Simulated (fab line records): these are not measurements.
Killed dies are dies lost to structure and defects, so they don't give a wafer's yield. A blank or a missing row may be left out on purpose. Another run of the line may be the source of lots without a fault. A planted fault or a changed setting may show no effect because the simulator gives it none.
What tool caused it? ; flow nand harc ; 6 lots, 18 wafers sampled, at 3 steps of a route of 1159

WHAT EACH GAUGE READ, for each wafer
NHARC_END_SORT_01.
lot;measured;on;killed at array
L446;day 24 03:14;prober-02;26 37 35

EACH LOT AND THE TOOL THAT RAN IT (in order: tool; ch and the chambers of the sampled wafers; start)
lot;NHARC_A_CONTACT_ETCH_122;NHARC_THIN_TSV_ETCHBACK_48
L436;har cap etch-01 ch 0,1, day 17 06:20;rie diel-04 ch 0,1,2, day 19 18:58
L438;har cap etch-01 ch 0,1, day 18 06:44;rie diel-04 ch 1,2, day 20 19:14
L444;har cap etch-02 ch 0,1, day 19 08:28;rie diel-04 ch 0,1,2, day 21 14:25
L446;har cap etch-01 ch 0,1, day 20 01:45;rie diel-04 ch 0,2,3, day 23 08:23
L452;har cap etch-02 ch 0,1, day 20 23:22;rie diel-12 ch 1,2, day 23 05:47
L456;har cap etch-02 ch 0,1, day 21 16:04;rie diel-05 ch 1,2, day 23 20:07
- NHARC_A_CONTACT_ETCH_122: etches the open film in C4F8/O2/Ar, time 95 s, target depth 930 nm.
- NHARC_THIN_TSV_ETCHBACK_48: etches the open film in C4F8/Ar, target depth 1028.5 nm, time 405.17 s.

THE ANSWER, worked out from the rows above alone
Rule: usual is defined by the lots themselves. The widest of any qualifying gaps counts: lots, ordered by their means at a reading, are off when they make up no more than a third of the lots, leave a main group of 4 or more, and stand apart from it by 3 or more times the standard deviation of that group's means. A main group whose means are all the same, to the digits that the tables above print for the reading, isn't used. A lot without any number at a reading at which 4 lots or more have one is off too. All remaining lots with rows at the step are treated as sound.
No lot is off at any reading shown: from this, nothing can be told.

WHAT THE SIMULATOR HAD INSERTED
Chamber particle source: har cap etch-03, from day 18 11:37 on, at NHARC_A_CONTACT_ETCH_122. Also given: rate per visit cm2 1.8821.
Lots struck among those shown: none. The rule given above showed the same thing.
